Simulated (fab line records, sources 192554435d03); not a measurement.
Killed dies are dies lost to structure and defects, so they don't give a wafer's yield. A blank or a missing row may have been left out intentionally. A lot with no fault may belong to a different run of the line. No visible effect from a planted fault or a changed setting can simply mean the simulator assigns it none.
Chamber matching | flow n5Finfet | N5_BEOL_M1_STRIP_36 on rieDiel-03 has 4 sister chambers
The step strips in N2/H2. 22 wafers are shown with their chamber, then 11 later ones without.

## WAFERS, EACH WITH ITS CHAMBER
wafer  | chamber | throttleValvePct (%) | drypumpMotorCurrentA (A) | showerheadPlenumPTorr (Torr)
L075.3 | 3       | 24.6                 | 5.9                      | 2.65
L075.4 | 3       | 24.6                 | 5.9                      | 2.65
L075.5 | 2       | 24.0                 | 5.7                      | 2.58
L076.1 | 0       | 24.1                 | 5.9                      | 2.65
L076.2 | 3       | 24.6                 | 5.9                      | 2.65
L076.3 | 2       | 24.0                 | 5.7                      | 2.58
L077.3 | 2       | 24.0                 | 5.6                      | 2.58
L077.4 | 3       | 24.6                 | 5.9                      | 2.65
L077.5 | 2       | 24.0                 | 5.7                      | 2.58
L078.1 | 2       | 24.0                 | 5.6                      | 2.58
L078.3 | 0       | 24.1                 | 5.9                      | 2.65
L078.4 | 2       | 24.0                 | 5.6                      | 2.58
L080.2 | 2       | 24.0                 | 5.6                      | 2.57
L080.3 | 0       | 24.1                 | 5.9                      | 2.65
L080.4 | 2       | 24.0                 | 5.7                      | 2.57
L082.1 | 3       | 24.6                 | 5.9                      | 2.64
L082.3 | 2       | 24.0                 | 5.6                      | 2.57
L082.4 | 3       | 24.7                 | 5.9                      | 2.64
L085.1 | 1       | 24.0                 | 6.4                      | 2.64
L085.2 | 0       | 24.1                 | 5.9                      | 2.64
L085.6 | 3       | 24.7                 | 5.9                      | 2.64
L087.3 | 0       | 24.1                 | 5.9                      | 2.64

SIGNATURES, as means of the wafers listed above
reading               | chamber 0 | chamber 1 | chamber 2 | chamber 3 | scatter within a chamber
throttleValvePct      | 24.100    | 24.000    | 24.000    | 24.629    | 0.0282
drypumpMotorCurrentA  | 5.900     | 6.400     | 5.644     | 5.900     | 0.0351
showerheadPlenumPTorr | 2.6460    | 2.6400    | 2.5767    | 2.6457    | 0.00523
Rule: for each reading, subtract the chamber's mean from the wafer's reading, divide by that reading's scatter and square the result; add these up over the readings and take the root, which gives the wafer's distance from the chamber. If the next closest chamber is less than 2 further off than the closest, the wafer can't be placed; otherwise it belongs to the closest. The scatter: take each reading less its chamber's mean, square it, sum over the shown wafers, divide by the number of wafers less the number of chambers, and take the root.

## WAFERS WITHOUT THEIR CHAMBER
wafer  | throttleValvePct (%) | drypumpMotorCurrentA (A) | showerheadPlenumPTorr (Torr)
L087.4 | 24.0                 | 5.6                      | 2.57
L087.5 | 24.0                 | 5.6                      | 2.57
L089.2 | 24.0                 | 6.4                      | 2.63
L089.5 | 24.6                 | 5.9                      | 2.64
L089.6 | 24.0                 | 5.6                      | 2.57
L091.1 | 24.0                 | 6.4                      | 2.63
L091.3 | 24.7                 | 5.9                      | 2.63
L091.6 | 24.2                 | 5.9                      | 2.64
L097.2 | 24.0                 | 5.6                      | 2.56
L097.4 | 24.0                 | 5.6                      | 2.56
L097.5 | 24.1                 | 5.6                      | 2.56

## WHICH CHAMBER EACH WENT THROUGH
wafer  | from the rows above | in truth
L087.4 | 2                   | 2
L087.5 | 2                   | 2
L089.2 | 1                   | 1
L089.5 | 3                   | 3
L089.6 | 2                   | 2
L091.1 | 1                   | 1
L091.3 | 3                   | 3
L091.6 | 0                   | 0
L097.2 | 2                   | 2
L097.4 | 2                   | 2
L097.5 | 2                   | 2
Correctly placed: 11 of 11. Can't be placed from these rows: 0. 0 placed wrongly.
